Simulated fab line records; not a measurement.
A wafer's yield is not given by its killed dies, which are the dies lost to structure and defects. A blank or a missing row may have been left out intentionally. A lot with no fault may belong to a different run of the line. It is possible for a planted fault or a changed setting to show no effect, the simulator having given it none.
fab line records -- flow n5Finfet
[record] lots = 10, wafers = 28, lastDay = 17
route steps=1938 shown BEOL_M0_SAQP@666 BEOL_M4@1111 PASSIVATION@1936
lots with no fault: from the same line, run without faults
startH: the number of hours between the record's first day and the start of the first shown wafer of the lot -- waitH: time in hours since the lot's previous step -- " identical to the entry in the row above -- L1.1+2: a row that stands for several wafers -- - no value, or no start was given -- * or withheld: withheld -- < > ~ a bound
route shown NAME@n: NAME is a module with steps in the file, n the number in the route of the first one -- usual: mean/standard deviation taken from wafers without a fault -- same: alike in all rows -- chamber/n: place in a boat -- sites: readings site by site -- _std_site: the values' standard deviation -- _edge_site: outer sites' mean less inner sites' -- radiusMm: for every site, how far away it sits from the centre of the wafer -- mask NAME#n: copy n -- behind: the most recent tool/chamber to have shaped the wafer -- hold: cause of the lot's hold/its duration in hours/its outcome -- device: the transistor (n, p or np) that didn't switch -- end of line: the tests these same wafers got at the end of their route -- a step with no rows: only its recipe -- killed: dies that structure and defects cost at the first sort, which is not the same as the wafer's yield -- map: the dies of a wafer, with x for killed, . for not killed, _ for no die there
set.NAME: setting as actually run; set.NAME@STEP: the setting as run at that earlier step -- model.NAME: the simulator's own value behind a step, which no gauge read
a sample of lots followed through the steps of the route, with each step as a table and each wafer as a row
services: a tool's chamber out of use, with start hour (startH, from the record's first day; less than 0 if before it), hours out, and reason
[[steps]]
[step N5_BEOL_M0_SAQP_CD_MEAS_25]
[recipe] targetCdNm = 13.1, landingEnergyEv = 1000, detector = seInlens
[usual] cdNm = 12.80/0.21
lot.wafer,tool,chamber,startH,waitH,cdNm
L565.1,cdSem-02,0,116.95,0.1,12.76
L565.3,cdSem-02,0,116.95,0.1,12.65
L565.6,cdSem-02,0,116.95,0.1,12.79
L571.3,cdSem-03,0,151.72,0.1,12.76
L571.4,cdSem-03,0,151.72,0.1,12.38
L571.5,cdSem-03,0,151.72,0.1,12.70
L573.3,cdSem-01,0,166.98,0.1,12.81
L573.4,cdSem-01,0,166.98,0.1,12.42
L573.5,cdSem-01,0,166.98,0.1,12.71
L574.4,cdSem-03,0,171.25,0.0,12.71
L574.5,cdSem-03,0,171.25,0.0,12.89
L574.6,cdSem-03,0,171.25,0.0,12.48
L576.1,cdSem-01,0,179.51,0.1,12.67
L576.2,cdSem-01,0,179.51,0.1,12.98
L577.1,cdSem-02,0,186.25,0.1,12.42
L577.2,cdSem-02,0,186.25,0.1,12.79
L583.3,cdSem-01,0,222.59,0.1,12.65
L583.4,cdSem-01,0,222.59,0.1,12.69
L583.6,cdSem-01,0,222.59,0.1,13.22
L584.1,cdSem-01,0,230.13,0.1,12.72
L584.4,cdSem-01,0,230.13,0.1,12.88
L584.6,cdSem-01,0,230.13,0.1,12.87
L585.1,cdSem-01,0,239.48,0.1,13.45
L585.4,cdSem-01,0,239.48,0.1,13.21
L585.5,cdSem-01,0,239.48,0.1,12.74
L586.3,cdSem-02,0,251.21,0.1,12.80
L586.4,cdSem-02,0,251.21,0.1,13.08
L586.6,cdSem-02,0,251.21,0.1,12.96
[step N5_BEOL_M0_SAQP_ETCH_106]
[recipe] chemistry = N2/H2, target = SOC, targetDepthA = 1500, stopOn = SiNx, ionEnergyEv = 100, biasW = 61, pressureMtorr = 30, sourceW = 850, n2FlowSccm = 200, h2FlowSccm = 200
[usual] drypumpMotorCurrentA = 5.8/0.4, oesProductAu = 0.79/0.094, rfVppV = 240.3/1.1, showerheadPlenumPTorr = 2.52/0.067, throttleValvePct = 17.69/0.18
lot.wafer,tool,chamber,startH,waitH,drypumpMotorCurrentA,oesProductAu,rfHoursCounterH,rfVppV,showerheadPlenumPTorr,throttleValvePct
L565.1,rieDiel-02,3,117.87,-,5.6,0.70,185,241.1,2.64,17.91
L565.3,rieDiel-02,0,117.87,-,5.9,0.72,198,238.9,2.52,17.83
L565.6,rieDiel-02,3,117.87,-,5.6,0.70,-,243.0,2.64,17.91
L571.3,rieDiel-01,1,152.45,-,5.8,0.75,143,238.4,2.44,17.53
L571.4,rieDiel-01,3,152.45,-,4.7,0.82,83,239.9,2.47,17.58
L571.5,rieDiel-01,2,152.45,-,5.0,0.81,-,240.6,2.48,17.62
L573.3,rieDiel-01,0,167.68,-,5.8,0.74,144,241.1,2.65,18.08
L573.4,rieDiel-01,2,167.68,-,4.9,0.81,70,239.4,2.48,17.63
L573.5,rieDiel-01,3,167.68,-,4.7,0.82,-,240.2,2.47,17.60
L574.4,rieDiel-06,3,171.95,-,5.9,0.85,49,240.0,2.47,17.53
L574.5,rieDiel-06,1,171.95,-,6.6,0.87,-,241.3,2.69,17.80
L574.6,rieDiel-06,2,171.95,-,5.6,0.69,-,240.5,2.52,17.66
L576.1,rieDiel-06,3,180.26,-,5.9,0.84,52,239.5,2.47,17.54
L576.2,rieDiel-06,0,180.26,-,5.8,0.94,13,241.7,2.49,17.43
L577.1,rieDiel-06,2,187.09,-,5.6,0.69,219,239.2,2.52,17.69
L577.2,rieDiel-06,0,187.09,-,5.8,0.94,15,241.2,2.49,17.42
L583.3,rieDiel-06,2,223.45,-,5.7,0.67,233,239.9,2.51,17.71
L583.4,rieDiel-06,2,223.45,-,5.6,0.68,-,241.4,2.51,17.71
L583.6,rieDiel-06,3,223.45,-,5.9,0.83,-,239.8,2.47,17.55
L584.1,rieDiel-02,2,231.25,-,6.0,0.91,26,240.6,2.48,17.67
L584.4,rieDiel-02,3,231.25,-,5.6,0.68,218,241.4,2.63,17.97
L584.6,rieDiel-02,1,231.25,-,6.1,0.92,-,239.6,2.48,17.57
L585.1,rieDiel-02,2,240.25,-,6.0,0.90,29,239.0,2.48,17.68
L585.4,rieDiel-02,0,240.25,-,5.9,0.69,-,240.8,2.51,17.91
L585.5,rieDiel-02,1,240.25,-,6.0,0.91,-,240.4,2.48,17.57
L586.3,rieDiel-01,0,251.93,-,5.8,0.73,171,240.3,2.64,18.11
L586.4,rieDiel-01,2,251.93,-,4.9,0.79,96,238.9,2.47,17.67
L586.6,rieDiel-01,2,251.93,-,4.9,0.79,-,239.9,2.47,17.66
[step N5_BEOL_M0_SAQP_RECESS_109]
[recipe] chemistry = HF/NH3, target = SiO2, targetDepthA = 30, afsCycles = 1, tempC = 30, sublimationTempC = 180, sublimationTimeS = 60
[usual] drypumpMotorCurrentA = 5.5/0.43, sublimationTempC = 180.02/0.14
[same] afsCycles = 1
lot.wafer,tool,chamber,startH,waitH,drypumpMotorCurrentA,sublimationTempC
L565.1,vaporEtch-02,0,118.03,0.0,6.1,179.80
L565.3,vaporEtch-02,1,118.03,0.0,5.1,180.08
L565.6,vaporEtch-02,0,118.03,0.0,6.1,179.93
L571.3,vaporEtch-01,0,152.65,0.1,5.4,180.01
L571.4,vaporEtch-01,1,152.65,0.1,5.0,179.95
L571.5,vaporEtch-01,1,152.65,0.1,5.0,179.77
L573.3,vaporEtch-01,0,167.88,0.1,5.5,179.96
L573.4,vaporEtch-01,1,167.88,0.1,5.0,180.43
L573.5,vaporEtch-01,0,167.88,0.1,5.4,180.00
L574.4,vaporEtch-01,0,172.15,0.1,5.4,179.81
L574.5,vaporEtch-01,1,172.15,0.1,5.0,180.10
L574.6,vaporEtch-01,0,172.15,0.1,5.4,179.86
L576.1,vaporEtch-02,0,180.42,0.0,6.1,180.35
L576.2,vaporEtch-02,1,180.42,0.0,5.1,179.95
L577.1,vaporEtch-01,0,187.25,0.0,5.4,179.88
L577.2,vaporEtch-01,1,187.25,0.0,5.1,180.05
L583.3,vaporEtch-02,1,223.65,0.1,5.1,180.07
L583.4,vaporEtch-02,0,223.65,0.1,6.1,180.06
L583.6,vaporEtch-02,1,223.65,0.1,5.1,180.16
L584.1,vaporEtch-01,0,231.41,0.0,5.4,180.06
L584.4,vaporEtch-01,1,231.41,0.0,5.1,179.89
L584.6,vaporEtch-01,0,231.41,0.0,5.5,180.08
L585.1,vaporEtch-01,1,240.41,0.0,5.0,180.17
L585.4,vaporEtch-01,0,240.41,0.0,5.4,179.99
L585.5,vaporEtch-01,0,240.41,0.0,5.4,180.03
L586.3,vaporEtch-01,1,252.13,0.1,5.1,180.24
L586.4,vaporEtch-01,0,252.13,0.1,5.4,180.11
L586.6,vaporEtch-01,0,252.13,0.1,5.4,180.04
[step N5_BEOL_M0_SAQP_SPACER2_ALD_26]
[recipe] material = SiO2, targetThkA = 150, tempC = 300, aldPrecursorFamily = BDEAS, aldCoReactant = O2-plasma, pulseTimeS = 1, purgeTimeS = 2, coReactantPurgeTimeS = 2, pressureTorr = 2
[usual] heaterPowerW = 476/44, precursorPulseHeightRel = 0.998/0.02
lot.wafer,tool,chamber,startH,waitH,heaterPowerW,precursorPulseHeightRel
L565.1,aldSin-03,2,118.17,0.1,431,0.997
L565.3,aldSin-03,0,118.17,0.1,455,1.041
L565.6,aldSin-03,2,118.17,0.1,436,0.998
L571.3,aldSin-03,0,153.09,0.4,442,1.015
L571.4,aldSin-03,2,153.09,0.4,438,1.042
L571.5,aldSin-03,3,153.09,0.4,519,1.010
L573.3,aldSin-03,1,167.99,0.1,509,1.014
L573.4,aldSin-03,0,167.99,0.1,444,0.976
L573.5,aldSin-03,2,167.99,0.1,435,0.987
L574.4,aldSin-03,2,172.26,0.1,426,0.976
L574.5,aldSin-03,3,172.26,0.1,516,0.983
L574.6,aldSin-03,2,172.26,0.1,435,1.001
L576.1,aldSin-03,2,180.61,0.1,427,1.016
L576.2,aldSin-03,1,180.61,0.1,508,1.011
L577.1,aldSin-03,1,187.39,0.1,521,0.989
L577.2,aldSin-03,2,187.39,0.1,432,1.004
L583.3,aldSin-01,2,223.75,0.1,480,1.014
L583.4,aldSin-01,0,223.75,0.1,410,1.016
L583.6,aldSin-01,0,223.75,0.1,406,0.955
L584.1,aldSin-01,3,231.56,0.1,405,0.967
L584.4,aldSin-01,2,231.56,0.1,487,0.993
L584.6,aldSin-01,0,231.56,0.1,413,0.988
L585.1,aldSin-01,3,240.63,0.2,407,0.989
L585.4,aldSin-01,1,240.63,0.2,534,0.986
L585.5,aldSin-01,1,240.63,0.2,545,1.008
L586.3,aldSin-03,1,252.24,0.1,520,0.966
L586.4,aldSin-03,3,252.24,0.1,529,1.011
L586.6,aldSin-03,2,252.24,0.1,430,1.042
[step N5_BEOL_M0_SAQP_CD_MEAS_29]
[recipe] targetCdNm = 14.4, landingEnergyEv = 1000, detector = seInlens
[usual] cdNm = 14.97/0.22
lot.wafer,tool,chamber,startH,waitH,cdNm
L565.1,cdSem-02,0,118.92,0.1,14.97
L565.3,cdSem-02,0,118.92,0.1,14.87
L565.6,cdSem-02,0,118.92,0.1,15.36
L571.3,cdSem-01,0,153.84,0.1,14.81
L571.4,cdSem-01,0,153.84,0.1,14.79
L571.5,cdSem-01,0,153.84,0.1,14.99
L573.3,cdSem-02,0,168.74,0.1,14.90
L573.4,cdSem-02,0,168.74,0.1,15.03
L573.5,cdSem-02,0,168.74,0.1,14.83
L574.4,cdSem-01,0,173.01,0.1,15.21
L574.5,cdSem-01,0,173.01,0.1,14.88
L574.6,cdSem-01,0,173.01,0.1,14.76
L576.1,cdSem-02,0,181.35,0.1,19.43
L576.2,cdSem-02,0,181.35,0.1,15.27
L577.1,cdSem-03,0,188.14,0.1,19.54
L577.2,cdSem-03,0,188.14,0.1,14.97
L583.3,cdSem-01,0,224.83,0.1,14.95
L583.4,cdSem-01,0,224.83,0.1,14.61
L583.6,cdSem-01,0,224.83,0.1,14.80
L584.1,cdSem-03,0,232.58,0.1,14.98
L584.4,cdSem-03,0,232.58,0.1,14.87
L584.6,cdSem-03,0,232.58,0.1,14.87
L585.1,cdSem-02,0,241.42,0.1,14.98
L585.4,cdSem-02,0,241.42,0.1,15.05
L585.5,cdSem-02,0,241.42,0.1,15.11
L586.3,cdSem-01,0,253.12,0.1,15.43
L586.4,cdSem-01,0,253.12,0.1,15.11
L586.6,cdSem-01,0,253.12,0.1,15.21
[step N5_BEOL_M4_RC_MEAS_101]
[usual] DIBL_N = 35.9/1.3, DIBL_P = 35.9/1.6, IOFF_N = 0.156/0.022, IOFF_P = 0.205/0.023, ION_N = 675/9, ION_P = 463/5.6, SS_N = 71.4/0.57, SS_P = 73.1/0.52, VT_N = 249.7/2.8, VT_P = -250.2/2.5
lot.wafer,tool,chamber,startH,waitH,DIBL_N[mV/V],DIBL_P[mV/V],IOFF_N[nA/um],IOFF_P[nA/um],ION_N[uA/um],ION_P[uA/um],SS_N[mV/dec],SS_P[mV/dec],VT_N[mV],VT_P[mV]
L565.1,prober-02,0,172.14,0.0,35.6,34.2,0.159,0.222,675,464,71.5,73.0,246.2,-248.6
L565.3,prober-02,0,172.14,0.0,35.5,34.0,0.150,0.217,666,461,72.1,72.8,250.6,-248.1
L565.6,prober-02,0,172.14,0.0,35.9,33.5,0.156,0.207,667,457,71.5,72.6,248.4,-250.1
L571.3,prober-02,0,205.60,0.3,34.7,35.5,0.136,0.218,673,467,71.1,72.3,249.2,-247.6
L571.4,prober-02,0,205.60,0.3,37.3,38.2,0.170,0.266,675,472,72.1,73.3,248.7,-243.5
L571.5,prober-02,0,205.60,0.3,35.3,35.8,0.142,0.223,679,474,71.8,72.5,250.7,-248.0
L573.3,prober-01,0,225.88,0.3,35.3,34.7,0.144,0.198,676,461,70.3,72.7,252.4,-253.1
L573.4,prober-01,0,225.88,0.3,35.4,34.5,0.139,0.194,667,460,70.1,73.5,251.9,-251.6
L573.5,prober-01,0,225.88,0.3,35.5,34.6,0.142,0.196,668,455,71.1,73.1,251.9,-250.6
L574.4,prober-02,0,229.07,0.5,37.8,38.1,0.183,0.241,682,470,71.0,72.9,244.8,-247.0
L574.5,prober-02,0,229.07,0.5,37.2,36.9,0.177,0.222,690,469,71.2,73.4,247.2,-250.9
L574.6,prober-02,0,229.07,0.5,37.6,38.3,0.184,0.236,684,469,71.0,73.7,247.3,-250.2
L576.2,prober-02,0,233.12,0.2,33.9,34.2,0.130,0.192,676,469,71.2,73.2,251.0,-249.3
L577.2,prober-02,0,236.05,0.2,36.3,35.5,0.157,0.219,664,464,72.0,72.3,250.5,-248.8
L585.1,prober-02,0,293.45,0.0,38.2,37.6,0.172,0.217,680,462,71.6,74.0,247.7,-248.9
L585.4,prober-02,0,293.45,0.0,37.4,36.7,0.151,0.204,663,457,71.9,73.9,251.6,-250.7
L585.5,prober-02,0,293.45,0.0,39.1,39.4,0.197,0.249,679,463,72.1,74.4,246.0,-247.2
L583.3,prober-01,0,293.60,0.3,35.7,37.2,0.150,0.185,666,457,71.5,72.9,252.0,-253.1
L583.4,prober-01,0,293.60,0.3,35.8,37.6,0.152,0.198,665,459,71.9,73.2,249.6,-253.4
L583.6,prober-01,0,293.60,0.3,34.8,36.8,0.139,0.183,665,456,71.7,72.6,252.1,-254.4
L584.1,prober-01,0,302.79,0.0,34.5,35.4,0.140,0.186,673,460,71.1,72.7,249.2,-253.0
L584.4,prober-01,0,302.79,0.0,35.3,36.1,0.154,0.202,676,459,72.1,72.4,250.1,-250.4
L584.6,prober-01,0,302.79,0.0,32.4,33.1,0.116,0.156,664,457,70.8,72.0,254.7,-251.6
L586.3,prober-01,0,314.45,0.3,34.8,33.5,0.121,0.176,667,466,71.0,72.4,252.6,-252.6
L586.4,prober-01,0,314.45,0.3,35.9,35.1,0.141,0.204,671,468,71.4,73.3,251.9,-248.8
L586.6,prober-01,0,314.45,0.3,35.1,33.4,0.122,0.179,669,464,70.9,73.0,252.8,-248.2
[step N5_PASSIVATION_PROBE_49]
[usual] defectLimitedYield = 91.3/1.4, killed_at_M0_to_M3 = 35/11, killed_at_M4_up = 14/5.4, killedAtContacts = 12/6.2, killedAtFrontEnd = 38/11, killedAtOther = 4.1/2.8, killedDies = 103/17, killedOnRim = 13/4, killedOpen = 66/13, killedShort = 34/8.2, sort_bin_5_function = 5.1/0.89, sort_bin_6_memory = 3.3/0.72, sortNPass = 1077/17, sortYieldPct = 91.3/1.4
[same] grossDies = 1180, killedAtBackSide = 0, sort_bin_4_leakage[%] = 0, sort_bin_8_speed[%] = 0
lot.wafer,tool,chamber,startH,waitH,defectLimitedYield[%],killed_at_M0_to_M3,killed_at_M4_up,killedAtContacts,killedAtFrontEnd,killedAtOther,killedDies,killedOnRim,killedOpen,killedShort,sort_bin_5_function[%],sort_bin_6_memory[%],sortNPass,sortYieldPct[%]
L576.1,prober-02,-,339.41,0.0,0,1119,15,9,36,1,1180,152,64,37,96.4,3.5,0,0
L576.2,prober-02,-,339.46,0.1,89.0,58,25,18,25,4,130,17,77,52,6.8,4.1,1050,89.0
L577.1,prober-02,-,345.97,0.0,0,1114,13,10,38,5,1180,152,59,29,96.7,3.1,0,0
L577.2,prober-02,-,346.02,0.1,91.5,37,10,8,40,5,100,14,67,31,5.5,2.6,1080,91.5
// killed by level:class
L576.1 BEOL_M0_SAQP:areaAld=1079 FIN_SAQP:geometricParticle:open=14 BEOL_M1:geometricParticle:short=13 MOL_CONTACT_COAG:geometricParticle:open=8 BEOL_M0_SAQP:geometricParticle:short=7 BEOL_M0_SAQP:geometricParticle:open=6 BEOL_M2:geometricParticle:open=6 BEOL_M4:geometricParticle:open=5
L576.2 BEOL_M0_SAQP:geometricParticle:short=16 BEOL_M0_SAQP:geometricParticle:open=15 MOL_CONTACT_COAG:geometricParticle:open=15 BEOL_M4:geometricParticle:open=11 BEOL_M1:geometricParticle:short=9 BEOL_M2:geometricParticle:open=8 BEOL_M4:geometricParticle:short=8 FIN_SAQP:geometricParticle:open=5
L577.1 BEOL_M0_SAQP:areaAld=1091 FIN_SAQP:geometricParticle:open=10 STI_FIN_REVEAL:geometricParticle:open=8 FIN_SAQP:geometricParticle:short=7 MOL_CONTACT_COAG:geometricParticle:open=7 BEOL_M0_SAQP:geometricParticle:short=5 BEOL_M3:geometricParticle:open=5 BEOL_M4:geometricParticle:open=5
L577.2 STI_FIN_REVEAL:geometricParticle:open=16 FIN_SAQP:geometricParticle:open=7 GATE_CUT:geometricParticle:short=6 BEOL_M0_SAQP:geometricParticle:open=6 BEOL_M1:geometricParticle:open=6 BEOL_M2:geometricParticle:open=6 MOL_CONTACT_COAG:geometricParticle:open=5 BEOL_M4:geometricParticle:open=5
[[services]]
tool,chamber,startH,hours,kind
aldSin-03,0,99.25,-,clean
aldSin-03,1,99.25,-,clean
aldSin-03,2,99.25,-,clean
aldSin-03,3,99.25,-,clean
rieDiel-01,3,103.31,18.9,repair
rieDiel-02,2,105.26,7.6,repair
rieDiel-02,2,112.90,-,clean
rieDiel-02,2,112.90,-,consumableReplace:focusRing
rieDiel-02,2,112.90,18.0,scheduledDown
rieDiel-06,0,115.84,5.3,repair
rieDiel-06,0,121.19,-,clean
rieDiel-06,0,121.19,-,consumableReplace:focusRing
rieDiel-06,0,121.19,21.9,scheduledDown
rieDiel-06,0,121.19,21.9,ventCycle
rieDiel-06,1,128.14,16.7,repair
rieDiel-02,2,132.32,6.3,repair
aldSin-01,-,136.65,28.1,pm
rieDiel-06,2,142.69,23.3,repair
aldSin-01,-,164.75,6.0,pm
aldSin-01,-,179.13,14.0,pm
aldSin-01,0,213.63,5.6,repair
rieDiel-02,-,215.56,14.6,pm
aldSin-03,2,215.76,1.7,repair
rieDiel-01,-,231.04,0.4,repair
[[key]]
[firstSign] step = N5_BEOL_M0_SAQP_CD_MEAS_29, reading = cdNm, direction = up, sigmas = 21, usual = 14.97, struck = 19.49
[effect] step = N5_PASSIVATION_PROBE_49, reading = sort_bin_5_function, direction = up, sigmas = 99+, usual = 5.1, struck = 96.6
[moreKillsBornAt] N5_BEOL_M0_SAQP_SPACER2_ALD_26@aldSin-03 = 2170
metAt N5_BEOL_M0_SAQP_SPACER2_ALD_26
struckLots L576,L577
struckWafers L576.1,L577.1
laterRowsLeftOut L576.1,L577.1
notActingAt N5_BEOL_M0_SAQP_CD_MEAS_25,N5_BEOL_M0_SAQP_ETCH_106,N5_BEOL_M0_SAQP_RECESS_109
onsetBetween 172.26 180.61
[fault] kind = processParameterDrift, tool = aldSin-03, chamber = -, onsetH = 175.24, steps = N5_BEOL_M0_SAQP_SPACER2_ALD_26, channel = targetThkA, offset = *, shape = step, endH = 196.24, scope = struckWafersOnly, actsIn = *, stated = *
// laterRowsLeftOut: the simulator's readings of these wafers behind a module that went badly wrong aren't trusted and aren't shown, but for the sort
